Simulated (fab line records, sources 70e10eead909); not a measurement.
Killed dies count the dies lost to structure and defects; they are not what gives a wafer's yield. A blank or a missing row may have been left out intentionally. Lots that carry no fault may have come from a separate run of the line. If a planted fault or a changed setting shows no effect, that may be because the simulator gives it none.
fab line records | flow nand_harc
[record] lots = 6 wafers = 18 last_day = 35
route steps=1302 shown THIN_TSV@1283 END@1302
lots that met no fault: taken from a fault-free run of the same line
start_h: start of the lot's first displayed wafer, in hours after the record's first day | wait_h: hours from the lot's prior step to this one | " the same as in the row above | L1.1+2: a single row standing in for several wafers | - no value present, or no start provided | * or withheld: withheld | < > ~ a bound
route shown NAME@n: a module of which the file shows steps, and the number in the route of the first | usual: average and standard deviation across the fault-free wafers | same: alike in all rows | chamber/n: place in a boat | sites: the reading at each site | _std_site: how widely they spread, as a standard deviation | _edge_site: outer sites' mean less inner sites' | radius_mm: how far each site lies from the wafer's centre | mask NAME#n: copy n | behind: the last tool/chamber to shape the wafer | hold: reason for holding the lot/hours on hold/outcome of the hold | device: the transistor (n, p or np) that didn't switch | end of line: the same wafers' tests at the end of the route | a step given without rows: its recipe and nothing more | killed: not the wafer's yield, but the dies lost to structure and defects at the first sort | map: the dies of a wafer, with x for killed, . for not killed, _ for no die there
set.NAME: the setting as run; set.NAME@STEP: as run at that earlier step | model.NAME: the simulator's own value behind a step, which no gauge read
lots at some steps of the route; a table a step, a row a wafer
services: the hour from which a tool's chamber was out of use, counted from the record's first day as start_h (under 0 if before that day), plus the number of hours and why
[[steps]]
[step NHARC_THIN_TSV_DEHYDRATE_25]
[recipe] temp_c = 150 time_s = 120
[step NHARC_THIN_TSV_HMDS_26]
[recipe] time_s = 30
[step NHARC_THIN_TSV_COAT_27]
[recipe] spin_rpm = *
[step NHARC_THIN_TSV_SOFTBAKE_28]
[recipe] temp_c = 122 time_s = 95
[step NHARC_THIN_TSV_EBR_29]
[step NHARC_THIN_TSV_EXPOSE_30]
[recipe] na = 0.55 dose_mj = 11.47 mask_id = PAD
[step NHARC_THIN_TSV_PEB_31]
[recipe] peb_temp_c = 118 peb_time_s = 85
[step NHARC_THIN_TSV_DEVELOP_32]
[recipe] time_s = 70
[step NHARC_THIN_TSV_CD_MEAS_33]
[recipe] target_cd_nm = 5000 landing_energy_ev = 500
[usual] cd_nm = 5000.6/1.3
// columns lot.wafer tool chamber start_h wait_h cd_nm
L801.1 cd_sem-02 0 556.89 - 5001.1
L801.4 " 0 " " 4998.9
L801.5 " 0 " " 5001.8
L813.1 cd_sem-03 0 657.46 - 5002.1
L813.2 " 0 " " 5000.2
L813.6 " 0 " " 5000.7
L817.2 cd_sem-01 0 712.69 - 5001.9
L817.3 " 0 " " 4998.6
L817.4 " 0 " " 4999.5
L818.1 cd_sem-01 0 725.69 - 5001.4
L818.2 " 0 " " 5003.5
L818.5 " 0 " " 5001.4
L822.3 cd_sem-03 0 793.42 - 4999.6
L822.4 " 0 " " 4999.4
L822.6 " 0 " " 4999.6
L824.1 cd_sem-01 0 806.20 - 5000.9
L824.4 " 0 " " 5001.9
L824.6 " 0 " " 5000.1
[step NHARC_THIN_TSV_HARDBAKE_34]
[recipe] temp_c = 125 time_s = 80
[step NHARC_THIN_TSV_DESCUM_35]
[recipe] time_s = 3 o2_flow_sccm = 200 ar_flow_sccm = 0 bias_power_w = 0 chemistry = O2
[usual] drypump_motor_current_A = 5.9/0.39 oes_product_au = 1.005/0.0077 rf_vpp_V = 57.6/0.95 showerhead_plenum_p_Torr = 1.91/0.11 throttle_valve_pct = 11.310/0.0096
// columns lot.wafer tool chamber start_h wait_h drypump_motor_current_A oes_product_au rf_hours_counter_h rf_vpp_V showerhead_plenum_p_Torr throttle_valve_pct
L801.1 rie_diel-09 1 557.07 - 6.0 1.013 1.4 58.2 1.81 11.323
L801.4 " 2 " " 5.6 1.008 3.3 57.4 1.99 11.315
L801.5 " 0 " " 5.5 1.010 - 54.8 1.78 11.311
L813.2 rie_diel-08 0 657.62 - 5.8 1.003 5.9 58.4 1.79 11.326
L813.1 " 3 " " 5.9 1.004 6.4 58.4 2.04 11.300
L813.6 " 0 " " 5.8 1.007 - 57.6 1.79 11.309
L817.2 rie_diel-08 1 712.84 - 6.8 1.002 8.2 57.2 1.92 11.317
L817.3 " 2 " " 5.9 0.996 8.8 57.8 1.87 11.299
L817.4 " 0 " " 5.8 1.010 9.1 57.3 1.79 11.319
L818.2 rie_diel-09 1 725.88 - 6.0 1.016 2.8 59.1 1.81 11.317
L818.1 " 2 " " 5.6 1.018 2.6 58.2 1.98 11.310
L818.5 " 0 " " 5.6 1.007 - 57.0 1.78 11.321
L822.3 rie_diel-09 3 793.58 - 6.2 1.001 5.5 59.3 2.05 11.320
L822.4 " 0 " " 5.6 1.000 6.1 56.6 1.78 11.310
L822.6 " 3 " " 6.2 1.007 - 60.2 2.06 11.308
L824.4 rie_diel-05 1 806.39 - 5.9 1.004 0.9 57.6 1.96 11.319
L824.1 " 2 " " 6.0 0.986 2.1 55.0 1.79 11.307
L824.6 " 3 " " 5.0 1.002 - 56.6 1.77 11.299
[step NHARC_THIN_TSV_ETCH_59]
[recipe] target_depth_a = 8800 icp_w = 900 bias_w = 100 Cl2_flow_sccm = 60 bcl3_flow_sccm = 30 time_s = 138.1 chemistry = Cl2/BCl3
[usual] bcl3_flow_sccm = 30.01/0.082 drypump_motor_current_A = 5.9/0.53 he_backside_leak_sccm = 3.3/0.37 mfc_cl2_sccm = 60.01/0.17 oes_product_au = 1.000/0.0066 run_length_s = 159.4/0.45 throttle_valve_pct = 22.265/0.0098
// columns lot.wafer tool chamber start_h wait_h bcl3_flow_sccm drypump_motor_current_A he_backside_leak_sccm mfc_cl2_sccm oes_product_au rf_hours_counter_h run_length_s throttle_valve_pct
L801.1 rie_metal-03 1 557.21 0.1 30.02 6.0 3.2 59.90 0.990 0.5 159.5 22.278
L801.4 " 1 " " 30.14 6.0 3.3 59.87 0.999 - 159.5 22.265
L801.5 " 0 " " 29.99 6.6 3.3 60.22 1.007 - 159.5 22.267
L813.2 rie_metal-01 0 657.75 0.1 29.95 4.9 3.6 59.88 1.005 1.5 160.4 22.263
L813.1 " 1 " " 30.06 5.4 3.1 59.63 0.994 1.5 158.6 22.254
L813.6 " 0 " " 29.92 4.9 3.7 59.87 1.012 - 160.0 22.251
L817.2 rie_metal-01 0 712.97 0.1 30.20 4.9 3.6 59.83 0.999 2.4 159.6 22.255
L817.3 " 0 " " 30.09 4.9 3.6 59.57 1.007 - 159.8 22.262
L817.4 " 1 " " 29.98 5.4 3.1 60.24 1.012 - 158.9 22.258
L818.2 rie_metal-01 1 725.98 0.1 30.00 5.4 3.2 59.81 0.994 2.7 158.6 22.281
L818.1 " 0 " " 30.09 4.9 3.7 59.85 0.994 2.7 159.6 22.247
L818.5 " 1 " " 29.95 5.4 3.2 60.15 1.002 - 158.7 22.238
L822.3 rie_metal-02 0 793.78 0.2 29.91 6.0 3.4 60.01 0.998 - 159.8 22.262
L822.4 " 1 " " 30.13 6.1 3.0 60.36 1.015 - 158.8 22.254
L822.6 " 1 " " 30.04 6.1 2.9 59.94 1.004 - 158.6 22.268
L824.1 rie_metal-03 1 806.49 0.1 29.93 6.0 3.1 59.83 1.005 1.5 159.2 22.274
L824.4 " 1 " " 29.89 6.0 3.5 59.79 1.007 - 159.7 22.271
L824.6 " 1 " " 29.92 6.0 3.3 59.93 0.997 - 159.5 22.271
[step NHARC_THIN_TSV_ETCH_36]
[recipe] target_depth_a = 650 over_etch_frac = 0.3 time_s = 18.571 ion_energy_ev = 150 chemistry = Cl2/BCl3
[usual] drypump_motor_current_A = 5.9/0.54 he_backside_leak_sccm = 3.27/0.22 oes_product_au = 0.999/0.0069 run_length_s = 39.9/0.45
// columns lot.wafer tool chamber start_h wait_h drypump_motor_current_A he_backside_leak_sccm oes_product_au rf_hours_counter_h run_length_s
L801.1 rie_metal-03 1 557.44 0.2 6.0 3.00 0.995 0.6 40.4
L801.4 " 1 " " 6.0 3.00 1.000 - 40.2
L801.5 " 0 " " 6.6 3.10 1.003 - 40.7
L813.2 rie_metal-01 0 658.00 0.2 4.9 3.62 1.003 1.6 40.6
L813.1 " 1 " " 5.4 3.16 1.003 1.6 39.0
L813.6 " 1 " " 5.4 3.20 1.003 - 39.0
L817.2 rie_metal-01 1 713.24 0.2 5.4 3.20 0.994 2.5 34.5
L817.4 " 0 " " 4.8 3.75 0.999 - 40.4
L817.3 " 1 " " 5.4 3.08 0.988 - 34.4
L818.2 rie_metal-01 1 726.24 0.2 5.4 3.09 1.000 2.8 34.7
L818.1 " 0 " " 4.9 3.67 1.000 2.8 40.0
L818.5 " 0 " " 4.9 3.64 0.993 - 40.1
L822.3 rie_metal-02 0 793.98 0.2 6.0 3.65 0.998 - 40.1
L822.4 " 1 " " 6.1 3.08 1.006 - 39.2
L822.6 " 0 " " 6.0 3.57 0.999 - 40.1
L824.1 rie_metal-03 1 806.75 0.2 6.0 3.05 1.004 1.6 40.2
L824.4 " 0 " " 6.5 3.24 0.988 - 39.9
L824.6 " 0 " " 6.6 3.16 0.985 - 40.0
[step NHARC_THIN_TSV_STRIP_56]
[recipe] power_w = 1500 temp_c = 250 chemistry = O2
[usual] drypump_motor_current_A = 5.4/0.32 heater_power_w = 309/21
// columns lot.wafer tool chamber start_h wait_h drypump_motor_current_A heater_power_w rf_hours_counter_h
L801.1 plasma_asher-02 0 557.54 0.1 5.6 280 25
L801.4 " 0 " " 5.6 282 -
L801.5 " 1 " " 4.9 314 -
L813.1 plasma_asher-01 1 658.10 0.1 5.7 329 28
L813.2 " 0 " " 5.4 295 28
L813.6 " 0 " " 5.4 298 -
L817.2 plasma_asher-01 0 713.33 0.1 5.4 290 1
L817.3 " 0 " " 5.4 292 -
L817.4 " 1 " " 5.7 329 -
L818.2 plasma_asher-02 0 726.34 0.1 5.6 300 23
L818.1 " 1 " " 4.9 330 23
L818.5 " 1 " " 4.9 329 -
L822.4 plasma_asher-01 0 794.55 0.6 5.4 296 -
L822.3 " 1 " " 5.7 327 -
L822.6 " 1 " " 5.7 314 -
L824.1 plasma_asher-02 1 806.85 0.1 4.9 302 5
L824.4 " 1 " " 4.9 310 -
L824.6 " 1 " " 4.9 314 -
[step NHARC_END_SORT_01]
[recipe] temp_c = 25
[usual] defect_limited_yield = 92.9/2.4 killed_at_array = 44/16 killed_at_other = 0.6/1.1 killed_at_periphery = 3.9/2.6 killed_dies = 48/16 killed_open = 3.1/1.9 killed_short = 2.4/1.8 sort_bin_2_pct = 2.6/1 sort_bin_3_pct = 0.6/0.39 sort_bin_4_pct = 4.0/1.4 sort_n_pass = 629/16 sort_rim_yield_pct = 89/4.3 sort_yield_pct = 92.9/2.4
[same] gross_dies = 677 sort_bin_5_pct[%] = 0 sort_bin_6_pct[%] = 0 sort_bin_7_pct[%] = 0 sort_bin_8_pct[%] = 0 sort_rim_n_gross = 106.00
// columns lot.wafer tool chamber start_h wait_h defect_limited_yield[%] killed_at_array killed_at_other killed_at_periphery killed_dies killed_open killed_short sort_bin_2_pct[%] sort_bin_3_pct[%] sort_bin_4_pct[%] sort_n_pass sort_rim_yield_pct[%] sort_yield_pct[%]
L801.1 prober-02 0 565.88 2.5 94.5 34 1 2 37 3 0 2.8 0.3 2.4 640 86 94.5
L801.4 prober-02 0 568.29 3.4 93.5 39 2 3 44 2 5 1.9 0.6 4.0 633 89 93.5
L801.5 prober-02 0 569.10 3.7 94.5 33 2 2 37 4 1 1.5 0.3 3.7 640 90 94.5
L813.1 prober-01 0 667.87 2.5 96.0 25 0 2 27 2 5 1.3 0.1 2.5 650 90 96.0
L813.2 prober-01 0 668.67 2.8 95.0 32 0 2 34 4 6 1.2 0.4 3.4 643 92 95.0
L813.6 prober-01 0 671.86 4.0 95.7 27 1 1 29 7 3 0.4 0 3.8 648 96 95.7
L817.2 prober-01 0 722.51 2.8 90.7 56 0 7 63 4 0 3.1 1.2 5.0 614 80 90.7
L817.3 prober-01 0 723.33 3.1 89.8 65 0 4 69 5 3 4.1 0.4 5.6 608 78 89.8
L817.4 prober-01 0 724.15 3.5 86.4 85 1 6 92 5 8 4.9 1.3 7.4 585 84 86.4
L818.1 prober-02 0 734.79 2.5 95.7 24 1 4 29 3 2 1.9 0.4 1.9 648 92 95.7
L818.2 prober-02 0 735.59 2.8 93.5 41 0 3 44 3 5 2.5 0.6 3.4 633 90 93.5
L818.5 prober-02 0 737.99 3.7 94.5 34 0 3 37 3 1 2.8 0.4 2.2 640 90 94.5
L822.3 prober-01 0 806.66 3.1 95.9 21 0 7 28 6 1 1.5 0.4 2.2 649 92 95.9
L822.4 prober-01 0 807.45 3.4 94.7 35 0 1 36 2 2 3.0 0.1 2.2 641 84 94.7
L822.6 prober-01 0 809.04 4.0 95.4 28 0 3 31 2 5 1.6 0.3 2.7 646 90 95.4
L824.1 prober-01 0 825.15 2.5 92.9 44 0 4 48 1 0 3.4 0.4 3.2 629 86 92.9
L824.4 prober-01 0 827.55 3.4 93.1 47 0 0 47 2 0 2.8 0.7 3.4 630 81 93.1
L824.6 prober-01 0 829.16 4.0 93.2 44 0 2 46 1 2 3.2 0.7 2.8 631 87 93.2
// killed by level:class
L801.1 A_CHANNEL_HOLE_D1:chamber_film_flake=17 A_STAIRCASE:chamber_film_flake=5 A_CHANNEL_HOLE_D2:chamber_film_flake=5 A_CONTACT:chamber_film_flake=3 A_CHANNEL_FILL_D1:geometric_particle:open=1 A_DECK1_JOINT:geometric_particle:open=1 A_M0:geometric_particle:open=1 P_STI:chamber_film_flake=1
L801.4 A_CHANNEL_HOLE_D1:chamber_film_flake=18 A_STAIRCASE:chamber_film_flake=8 A_CHANNEL_HOLE_D2:chamber_film_flake=5 THIN_TSV:chamber_film_flake=2 P_GATE:geometric_particle:short=1 A_ONON_D1:geometric_particle:short=1 A_DECK1_JOINT:geometric_particle:short=1 A_WL_FILL:geometric_particle:short=1
L801.5 A_CHANNEL_HOLE_D1:chamber_film_flake=16 A_STAIRCASE:chamber_film_flake=8 A_CONTACT:chamber_film_flake=2 THIN_TSV:chamber_film_flake=2 A_SOURCE_PLATE:geometric_particle:open=1 A_CHANNEL_FILL_D1:geometric_particle:short=1 A_SGD_CUT:geometric_particle:open=1 A_BLC:geometric_particle:open=1
L813.1 A_CHANNEL_HOLE_D1:chamber_film_flake=6 A_CONTACT:chamber_film_flake=4 A_SLIT:chamber_film_flake=3 A_ZERO_WELL:chamber_film_flake=2 A_STAIRCASE:chamber_film_flake=2 A_WL_FILL:chamber_film_flake=2 P_M0:geometric_particle:short=1 P_M1:geometric_particle:short=1
L813.2 A_CHANNEL_HOLE_D1:chamber_film_flake=8 A_STAIRCASE:chamber_film_flake=5 A_ONON_D1:geometric_particle:short=3 A_SLIT:chamber_film_flake=3 A_CHANNEL_FILL_D1:chamber_film_flake=2 A_WL_FILL:chamber_film_flake=2 A_CONTACT:chamber_film_flake=2 P_CONTACT:geometric_particle:open=1
L813.6 A_CHANNEL_FILL_D1:chamber_film_flake=5 A_ONON_D1:geometric_particle:open=4 A_CONTACT:chamber_film_flake=4 A_CHANNEL_HOLE_D1:chamber_film_flake=3 A_STAIRCASE:chamber_film_flake=3 A_WL_FILL:chamber_film_flake=2 A_CHANNEL_FILL_D1:geometric_particle:short=1 A_CHANNEL_FILL_D1:geometric_particle:open=1
L817.2 A_CHANNEL_HOLE_D1:chamber_film_flake=20 A_SLIT:chamber_film_flake=14 A_CHANNEL_HOLE_D2:chamber_film_flake=12 P_M1:chamber_film_flake=4 A_STAIRCASE:chamber_film_flake=3 A_CONTACT:chamber_film_flake=3 A_CHANNEL_FILL_D2:chamber_film_flake=2 P_GATE:geometric_particle:open=1
L817.3 A_SLIT:chamber_film_flake=22 A_CHANNEL_HOLE_D1:chamber_film_flake=13 A_CHANNEL_HOLE_D2:chamber_film_flake=10 A_STAIRCASE:chamber_film_flake=8 P_M1:chamber_film_flake=2 A_CONTACT:chamber_film_flake=2 P_GATE:geometric_particle:open=1 A_CHANNEL_HOLE_D1:geometric_particle:open=1
L817.4 A_CHANNEL_HOLE_D1:chamber_film_flake=34 A_SLIT:chamber_film_flake=18 A_CHANNEL_HOLE_D2:chamber_film_flake=15 A_ONON_D1:geometric_particle:short=4 A_CONTACT:geometric_particle:open=2 P_M1:chamber_film_flake=2 A_M0:chamber_film_flake=2 A_CONTACT:chamber_film_flake=1
L818.1 A_SLIT:chamber_film_flake=15 A_CONTACT:chamber_film_flake=4 A_CHANNEL_HOLE_D1:chamber_film_flake=2 P_STI:geometric_particle:short=1 P_CONTACT:geometric_particle:open=1 P_M1:geometric_particle:open=1 A_CHANNEL_FILL_D1:geometric_particle:open=1 A_CONTACT:geometric_particle:short=1
L818.2 A_SLIT:chamber_film_flake=17 A_STAIRCASE:chamber_film_flake=6 A_DECK1_JOINT:chamber_film_flake=4 A_CONTACT:chamber_film_flake=3 A_CHANNEL_HOLE_D1:chamber_film_flake=2 A_SOURCE_PLATE:geometric_particle:open=1 A_CHANNEL_FILL_D1:geometric_particle:open=1 A_DECK1_JOINT:geometric_particle:short=1
L818.5 A_SLIT:chamber_film_flake=17 A_STAIRCASE:chamber_film_flake=5 A_CONTACT:chamber_film_flake=4 P_STI:chamber_film_flake=3 A_CHANNEL_HOLE_D1:chamber_film_flake=3 A_CHANNEL_FILL_D1:geometric_particle:open=1 A_ONON_D2:geometric_particle:open=1 A_WL_FILL:geometric_particle:open=1
L822.3 A_SLIT:chamber_film_flake=12 A_CHANNEL_HOLE_D1:chamber_film_flake=5 P_M0:geometric_particle:open=3 P_M2:chamber_film_flake=2 P_GATE:geometric_particle:open=1 P_CONTACT:geometric_particle:open=1 A_CHANNEL_FILL_D2:geometric_particle:open=1 A_CHANNEL_FILL_D2:geometric_particle:short=1
L822.4 A_SLIT:chamber_film_flake=18 A_CHANNEL_HOLE_D1:chamber_film_flake=9 A_STAIRCASE:chamber_film_flake=2 P_CONTACT:geometric_particle:short=1 A_WL_FILL:geometric_particle:short=1 A_CONTACT:geometric_particle:open=1 A_M0:geometric_particle:open=1 A_DECK1_JOINT:chamber_film_flake=1
L822.6 A_SLIT:chamber_film_flake=13 A_CHANNEL_HOLE_D1:chamber_film_flake=4 A_ONON_D2:geometric_particle:short=2 A_ONON_D2:geometric_particle:open=1 A_CHANNEL_FILL_D2:geometric_particle:short=1 A_STAIRCASE:geometric_particle:short=1 A_SGD_CUT:geometric_particle:open=1 A_WL_FILL:geometric_particle:short=1
L824.1 A_SLIT:chamber_film_flake=17 A_CHANNEL_HOLE_D1:chamber_film_flake=9 A_CONTACT:chamber_film_flake=7 A_WL_FILL:chamber_film_flake=4 P_ZERO_WELL:chamber_film_flake=3 A_CHANNEL_HOLE_D2:chamber_film_flake=2 A_STAIRCASE:chamber_film_flake=2 A_BONDPAD:chamber_film_flake=2
L824.4 A_SLIT:chamber_film_flake=18 A_CHANNEL_HOLE_D1:chamber_film_flake=13 A_CHANNEL_HOLE_D2:chamber_film_flake=5 A_CONTACT:chamber_film_flake=5 A_WL_FILL:chamber_film_flake=4 A_ONON_D2:geometric_particle:open=1 A_CONTACT:geometric_particle:open=1
L824.6 A_SLIT:chamber_film_flake=18 A_CONTACT:chamber_film_flake=9 A_CHANNEL_HOLE_D1:chamber_film_flake=8 A_CHANNEL_HOLE_D2:chamber_film_flake=3 A_ONON_D1:geometric_particle:short=2 P_GATE:chamber_film_flake=2 A_WL_FILL:chamber_film_flake=2 A_M0:geometric_particle:open=1
[[services]]
// columns tool chamber start_h hours kind
rie_diel-05 3 535.63 6.8 repair
rie_metal-02 0 536.62 15.4 repair
rie_diel-09 1 542.39 13.8 repair
rie_diel-08 - 544.80 9.0 pm
rie_metal-03 0 571.74 10.1 repair
rie_metal-01 - 575.00 9.0 pm
plasma_asher-02 - 595.85 0.7 repair
plasma_asher-01 - 597.77 0.4 repair
plasma_asher-02 - 608.39 9.0 pm
rie_metal-02 - 631.00 9.0 pm
rie_metal-01 0 642.99 2.5 repair
plasma_asher-02 - 649.70 1.8 repair
rie_metal-02 - 651.85 0.7 repair
rie_diel-09 - 674.21 9.0 pm
plasma_asher-01 - 680.66 3.0 repair
rie_metal-03 - 696.00 9.0 pm
plasma_asher-01 - 696.04 9.0 pm
rie_metal-03 0 715.68 3.0 repair
rie_diel-08 - 721.80 9.0 pm
rie_diel-08 0 735.85 4.3 repair
rie_diel-09 3 748.16 3.1 repair
rie_metal-01 - 752.00 9.0 pm
plasma_asher-02 - 785.39 9.0 pm
plasma_asher-01 - 803.78 2.5 repair
[[key]]
[first_sign] step = NHARC_THIN_TSV_ETCH_36 reading = run_length_s direction = down sigmas = 12 usual = * struck = *
effect none on later readings
met_at NHARC_THIN_TSV_ETCH_36
struck_wafers L817.2,L817.3,L818.2
onset_between 658.00 713.24
[fault] kind = process_parameter_drift tool = rie_metal-01 chamber = 1 onset_h = 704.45 steps = NHARC_THIN_TSV_ETCH_36 channel = time_s offset = * shape = step end_h = 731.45 acts_in = * stated = *
